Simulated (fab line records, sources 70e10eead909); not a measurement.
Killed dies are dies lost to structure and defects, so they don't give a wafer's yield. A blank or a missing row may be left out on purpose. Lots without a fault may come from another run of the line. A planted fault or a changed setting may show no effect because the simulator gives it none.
fab line records | flow nand_harc
record lots=5 wafers=15 last_day=32
route steps=1302 shown A_CONTACT@1031 END@1302
lots that met no fault: from a run of the same line without faults
start_h: hours from the record's first day to the start of the lot's first wafer shown | wait_h: hours since the lot's step before | " the same as in the row above | L1.1+2: a row that stands for several wafers | - no value, or no start given | * or withheld: withheld | < > ~ a bound
route shown NAME@n: a module of which the file shows steps, and the number in the route of the first | usual: mean/standard deviation of fault-free wafers | same: alike in all rows | chamber/n: place in a boat | sites: the reading at each site | _std_site: their standard deviation | _edge_site: outer sites' mean less inner sites' | radius_mm: how far each site lies from the wafer's centre | mask NAME#n: copy n | behind: the tool/chamber that last shaped the wafer | hold: why the lot was held/for how many hours/how that ended | device: the transistor (n, p or np) that didn't switch | end of line: the same wafers' tests at the end of the route | a step without rows: its recipe alone | killed: dies lost to structure and defects at the first sort, not the wafer's yield | map: a wafer's dies, x killed, . not, _ none there
set.NAME: the setting as run; set.NAME@STEP: as run at that earlier step | model.NAME: the simulator's own value behind a step, which no gauge read
lots at some steps of the route; a table a step, a row a wafer
services: from which hour (start_h, from the record's first day; less than 0 if before it) a tool's chamber was out of use, for how many hours, and why
## steps
# step NHARC_A_CONTACT_COAT_61
# recipe temp_c=260 time_s=75
# step NHARC_A_CONTACT_COAT_62
# recipe temp_c=225 time_s=65
# step NHARC_A_CONTACT_COAT_63
# recipe spin_rpm=1500 resist_thk_nm=90
# step NHARC_A_CONTACT_SOFTBAKE_64
# recipe temp_c=105 time_s=55
# step NHARC_A_CONTACT_EBR_65
# step NHARC_A_CONTACT_EXPOSE_66
# recipe na=1.35 sigma_outer=0.8 dose_mj=59.02 mask_id=A_CC_2
# step NHARC_A_CONTACT_PEB_67
# recipe peb_temp_c=100 peb_time_s=65
# step NHARC_A_CONTACT_DEVELOP_68
# recipe develop_time_s=35 dev_temp_c=23
# step NHARC_A_CONTACT_CD_MEAS_69
# recipe target_cd_nm=300 landing_energy_ev=500
# usual cd_nm=300.1/0.65
# columns lot.wafer tool chamber start_h wait_h cd_nm
L791.2 cd_sem-01 0 502.70 - 300.2
L791.3 " 0 " " 299.9
L791.6 " 0 " " 300.5
L800.2 cd_sem-03 0 593.53 - 300.8
L800.3 " 0 " " 300.2
L800.5 " 0 " " 300.1
L806.1 cd_sem-02 0 657.10 - 299.7
L806.2 " 0 " " 300.1
L806.6 " 0 " " 299.7
L811.2 cd_sem-01 0 689.34 - 300.1
L811.3 " 0 " " 301.3
L811.6 " 0 " " 300.0
L810.1 cd_sem-01 0 713.50 - 299.9
L810.2 " 0 " " 299.3
L810.4 " 0 " " 299.8
# step NHARC_A_CONTACT_OVL_MEAS_70
# usual overlay_x_nm=0.0/0.8 overlay_y_nm=0.2/0.66
# columns lot.wafer tool chamber start_h wait_h overlay_x_nm overlay_y_nm
L791.2 overlay-01 - 502.78 - 1.1 1.2
L791.3 " - " " 0.5 1.4
L791.6 " - " " 0.8 1.3
L800.2 overlay-01 - 593.62 - 1.5 -0.6
L800.3 " - " " 0.4 -0.5
L800.5 " - " " 0.6 -0.8
L806.1 overlay-02 - 657.19 - 0.5 0.2
L806.2 " - " " -0.1 0.8
L806.6 " - " " -0.1 0.6
L811.2 overlay-02 - 689.42 - -0.3 0.8
L811.3 " - " " -0.2 1.3
L811.6 " - " " -0.5 1.2
L810.1 overlay-01 - 713.59 - 0.0 0.6
L810.2 " - " " -0.7 0.6
L810.4 " - " " -0.6 0.4
# step NHARC_A_CONTACT_INSPECT_71
# usual raw_defect_count=84/26
# columns lot.wafer tool chamber start_h wait_h raw_defect_count
L791.2 defect_inspect-02 - 502.82 0.0 128
L791.3 " - " " 122
L791.6 " - " " 106
L800.2 defect_inspect-02 - 593.65 0.0 82
L800.3 " - " " 76
L800.5 " - " " 74
L806.1 defect_inspect-02 - 657.23 0.0 62
L806.2 " - " " 62
L806.6 " - " " 64
L811.2 defect_inspect-01 - 689.46 0.0 127
L811.3 " - " " 112
L811.6 " - " " 118
L810.1 defect_inspect-01 - 713.63 0.0 89
L810.2 " - " " 103
L810.4 " - " " 111
# step NHARC_A_CONTACT_DESCUM_74
# recipe time_s=3 o2_flow_sccm=200 ar_flow_sccm=0 bias_power_w=0 chemistry=O2
# usual drypump_motor_current_A=5.6/0.57 oes_product_au=1.007/0.0095 rf_vpp_V=57.8/0.89 showerhead_plenum_p_Torr=1.90/0.11 throttle_valve_pct=11.311/0.0098
# columns lot.wafer tool chamber start_h wait_h drypump_motor_current_A oes_product_au rf_hours_counter_h rf_vpp_V showerhead_plenum_p_Torr throttle_valve_pct
L791.2 rie_diel-11 3 502.89 0.1 5.4 0.994 19 59.1 2.05 11.319
L791.3 " 0 " " 6.3 0.988 20 56.8 1.88 11.317
L791.6 " 3 " " 5.4 1.000 - 58.1 2.05 11.308
L800.2 rie_diel-01 3 593.75 0.1 6.3 1.004 6 57.6 1.82 11.322
L800.3 " 1 " " 5.0 0.999 7 57.4 2.06 11.303
L800.5 " 2 " " 5.0 1.003 - 57.3 1.92 11.307
L806.2 rie_diel-11 2 657.29 0.1 5.5 0.999 11 59.3 2.07 11.303
L806.1 " 1 " " 5.8 0.995 14 57.9 1.83 11.316
L806.6 " 3 " " 5.4 1.015 - 57.5 2.03 11.302
L811.3 rie_diel-01 2 689.54 0.1 4.9 0.999 21 57.1 1.92 11.310
L811.2 " 3 " " 6.3 1.020 22 58.0 1.82 11.304
L811.6 " 0 " " 6.0 1.015 - 57.3 1.80 11.319
L810.1 rie_diel-05 2 713.70 0.1 6.2 1.009 38 57.2 1.92 11.312
L810.4 " 3 " " 5.8 1.010 37 56.8 1.77 11.310
L810.2 " 0 " " 6.7 0.997 28 56.2 1.77 11.304
# step NHARC_A_CONTACT_ETCH_75
# recipe target_depth_a=390 over_etch_frac=0.3 time_s=65 ion_energy_ev=80 cf4_flow_sccm=150 ar_flow_sccm=0 rf_w=300 bias_w=100 chemistry=CF4
# usual drypump_motor_current_A=5.7/0.59 oes_product_au=1.007/0.0096 rf_vpp_V=151.1/1.3 showerhead_plenum_p_Torr=1.75/0.09 throttle_valve_pct=13.284/0.0094
# columns lot.wafer tool chamber start_h wait_h drypump_motor_current_A oes_product_au rf_hours_counter_h rf_vpp_V showerhead_plenum_p_Torr throttle_valve_pct
L791.3 rie_diel-11 0 502.96 0.1 6.3 0.980 20 151.3 1.74 13.286
L791.2 " 1 " " 5.8 0.995 15 151.3 1.71 13.297
L791.6 " 1 " " 5.8 1.002 - 151.1 1.71 13.287
L800.3 rie_diel-01 1 593.86 0.1 5.0 1.003 7 152.1 1.90 13.306
L800.2 " 2 " " 5.0 1.009 6 152.3 1.78 13.293
L800.5 " 0 " " 6.0 0.831 - 150.9 1.68 13.291
L806.1 rie_diel-11 0 657.37 0.1 6.3 0.999 14 149.8 1.72 13.285
L806.2 " 3 " " 5.4 1.011 15 150.4 1.87 13.270
L806.6 " 0 " " 6.2 1.002 - 150.4 1.72 13.287
L811.3 rie_diel-01 3 689.61 0.1 6.3 1.025 22 151.6 1.69 13.284
L811.2 " 0 " " 6.0 1.015 22 149.5 1.67 13.281
L811.6 " 3 " " 6.3 1.022 - 150.2 1.69 13.291
L810.2 rie_diel-05 3 713.79 0.1 5.8 1.012 37 150.0 1.65 13.268
L810.4 " 0 " " 6.7 0.995 28 149.5 1.65 13.301
L810.1 " 2 " " 6.2 1.009 38 150.8 1.77 13.289
# step NHARC_A_CONTACT_ETCH_76
# recipe target_depth_a=2600 over_etch_frac=0.3 time_s=475.3 ion_energy_ev=200 n2_flow_sccm=150 h2_flow_sccm=150 ar_flow_sccm=0 rf_w=400 bias_w=150 chemistry=N2/H2
# usual drypump_motor_current_A=5.7/0.57 oes_product_au=1.006/0.0089 rf_vpp_V=430/3.2 showerhead_plenum_p_Torr=2.02/0.12 throttle_valve_pct=14.172/0.0088
# columns lot.wafer tool chamber start_h wait_h drypump_motor_current_A oes_product_au rf_hours_counter_h rf_vpp_V showerhead_plenum_p_Torr throttle_valve_pct
L791.3 rie_diel-11 3 - - 5.3 1.007 19 435 2.19 14.170
L791.2 " 0 " " 6.3 0.983 20 430 2.00 14.169
L791.6 " 2 " " 5.5 1.011 - 427 1.89 14.174
L800.3 rie_diel-01 0 - - 6.0 1.013 6 428 1.92 14.176
L800.2 " 2 " " 4.9 1.010 7 431 2.05 14.171
L800.5 " 3 " " 6.3 1.012 - 429 1.94 14.142
L806.1 rie_diel-11 0 - - 6.3 0.995 14 430 1.98 14.159
L806.2 " 1 " " 5.8 0.987 15 426 1.94 14.176
L806.6 " 0 " " 6.3 1.000 - 428 1.98 14.165
L811.2 rie_diel-01 0 - - 6.0 0.999 22 427 1.92 14.175
L811.3 " 1 " " 5.0 1.016 22 434 2.20 14.172
L811.6 " 3 " " 6.3 1.022 - 429 1.93 14.183
L810.1 rie_diel-05 2 - - 6.2 1.011 38 431 2.04 14.145
L810.2 " 0 " " 6.7 0.999 29 427 1.89 14.157
L810.4 " 1 " " 5.4 0.997 34 427 1.92 14.157
# step NHARC_END_SORT_01
# recipe temp_c=25
# usual killed_at_array=62/15 killed_at_other=0.8/1 killed_at_periphery=3.7/2.6 killed_dies=66/15 killed_open=3.1/1.8 killed_short=2.6/1.7
# same gross_dies=677
# columns lot.wafer tool chamber start_h wait_h killed_at_array killed_at_other killed_at_periphery killed_dies killed_open killed_short
L800.5 prober-01 0 658.44 3.7 375 0 2 377 3 3
L811.2 prober-01 0 748.34 2.8 76 1 1 78 1 2
L811.3 prober-01 0 749.14 3.1 76 2 2 80 1 4
L811.6 prober-01 0 751.53 4.0 81 0 1 82 2 3
# killed by level:class
L800.5 A_CONTACT:area_etch=317 A_CHANNEL_HOLE_D1:chamber_film_flake=35 A_CHANNEL_HOLE_D2:chamber_film_flake=9 A_CONTACT:chamber_film_flake=6 A_M0:chamber_film_flake=2 P_M0:geometric_particle:open=1 A_CHANNEL_FILL_D1:geometric_particle:short=1 A_DECK1_JOINT:geometric_particle:open=1
L811.2 A_SLIT:chamber_film_flake=30 A_CHANNEL_HOLE_D2:chamber_film_flake=16 A_CHANNEL_HOLE_D1:chamber_film_flake=13 A_WL_FILL:chamber_film_flake=4 A_CHANNEL_FILL_D1:chamber_film_flake=3 A_CONTACT:chamber_film_flake=3 A_CHANNEL_HOLE_D2:geometric_particle:short=2 A_STAIRCASE:chamber_film_flake=2
L811.3 A_SLIT:chamber_film_flake=23 A_CHANNEL_HOLE_D1:chamber_film_flake=20 A_CHANNEL_HOLE_D2:chamber_film_flake=18 A_STAIRCASE:chamber_film_flake=5 A_DECK1_JOINT:geometric_particle:short=2 A_CHANNEL_FILL_D1:chamber_film_flake=2 A_WL_FILL:chamber_film_flake=2 THIN_TSV:chamber_film_flake=2
L811.6 A_SLIT:chamber_film_flake=31 A_CHANNEL_HOLE_D2:chamber_film_flake=19 A_CHANNEL_HOLE_D1:chamber_film_flake=16 A_STAIRCASE:chamber_film_flake=5 A_WL_FILL:chamber_film_flake=3 A_ONON_D1:geometric_particle:open=1 A_DECK1_JOINT:geometric_particle:open=1 A_CHANNEL_HOLE_D2:geometric_particle:short=1
# map L800.5 (x killed, . not)
____________x____________
_________x.xxxxx_________
_______xxx.x.x.xxx_______
______xxx.xxxxxxxxx______
_____xx.x..xxx.x.xxx_____
____xxxxx..xxxxxx.xxx____
____xxxx.xxxx.xxxxxxx____
___xxxx.x.xxx..x..xxxx___
___xxxx.x..x.xxx.xx.xx___
__xx.xx.....x...x..xxxx__
__xx....x......xxxxxxxx__
_x..xxxx.........xxxxxxx_
_xxxxxxxx.....xxx...x.xx_
_x.x.xxxx.x...x....xx.x._
_xxxxxx..............xxx_
_xxxxxx.x...xx......x.xx_
xxxxxxxx........x..x.x.xx
xx.xx...........x..xx.xxx
x..x.x.xx..........x.xxxx
xxxxx.x........x.xx.xxxxx
xxxxx................x.xx
_xxx....xx...x.....x.xxx_
_xx.................x..x_
_xxx..x.......x....x.x.x_
_x.x.xx.x......xx.xx.xxx_
_xx..x.x.............xxx_
__x.xx.....x..x.x.xxxxx__
__.x.xx..........x.xxxx__
___xxxxx....xx.xxxxxxx___
___xxxxx..x.x.xxxxxxxx___
____..xxxx..xxx..xxx.____
____xxx...xx..xxxxxxx____
_____xxxxxxx.xxx.xxx_____
______xx.xx.xxxxx.x______
_______xxxxxx.xxxx_______
_________x.xxxxx_________
____________x____________
# map L811.6 (x killed, . not)
____________.____________
_________......._________
_______..........._______
______.............______
_____..............._____
____.................____
____.................____
___...................___
___...................___
__.....................__
__...x.................__
_......................._
_......................._
_....................x.._
_..x............x.xx...._
_................xx.x..._
.................xxxx.x..
x...............x.xxxx.x.
.................xxxxxx..
..................xxxx.xx
..x...............xxxx...
_................x..xx.._
_....................xx._
_.....................x._
_................x.x...x_
_.....x.........x...xx.._
__.............xx......__
__..........x..xxx..x..__
___.............xx.x..___
___............xxxxxx.___
____..........xxx.xx.____
____..............x.x____
_____..........xxx.._____
______x...x......xx______
_______..........x_______
_________......._________
____________.____________
## services
# columns tool chamber start_h hours kind
rie_diel-01 0 487.89 - clean
rie_diel-01 1 487.89 - clean
rie_diel-01 2 487.89 - clean
rie_diel-01 3 487.89 - clean
rie_diel-11 0 492.14 - clean
rie_diel-11 1 492.14 - clean
rie_diel-11 2 492.14 - clean
rie_diel-11 3 492.14 - clean
rie_diel-01 0 512.39 - clean
rie_diel-01 1 512.39 - clean
rie_diel-01 2 512.39 - clean
rie_diel-01 3 512.39 - clean
rie_diel-11 0 516.64 - clean
rie_diel-11 1 516.64 - clean
rie_diel-11 2 516.64 - clean
rie_diel-11 3 516.64 - clean
rie_diel-01 0 536.89 - clean
rie_diel-01 1 536.89 - clean
rie_diel-01 - 557.82 9.0 pm
rie_diel-11 2 580.32 2.7 repair
rie_diel-05 - 583.66 9.0 pm
rie_diel-11 - 610.70 9.0 pm
rie_diel-05 0 624.22 17.4 repair
rie_diel-11 2 643.46 6.4 repair
## key
first_sign step=NHARC_A_CONTACT_ETCH_75 reading=oes_product_au direction=down sigmas=18 usual=1.007 struck=0.831
effect step=NHARC_END_SORT_01 reading=killed_at_array direction=up sigmas=21 usual=62 struck=375
more_kills_born_at NHARC_A_CONTACT_ETCH_75@rie_diel-01=317
met_at NHARC_A_CONTACT_ETCH_75
struck_wafers L800.5
tester_left_out L800
fault kind=process_parameter_drift tool=rie_diel-01 chamber=0 onset_h=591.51 steps=NHARC_A_CONTACT_ETCH_75 channel=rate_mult offset=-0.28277 shape=step end_h=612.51
# tester_left_out: of these lots the tester's yield and bins aren't shown, on N5 and GAA mostly nor the transistor test; their killed dies are dies lost to structure and defects alone, not to doping, threshold or leakage, so they don't give the yield
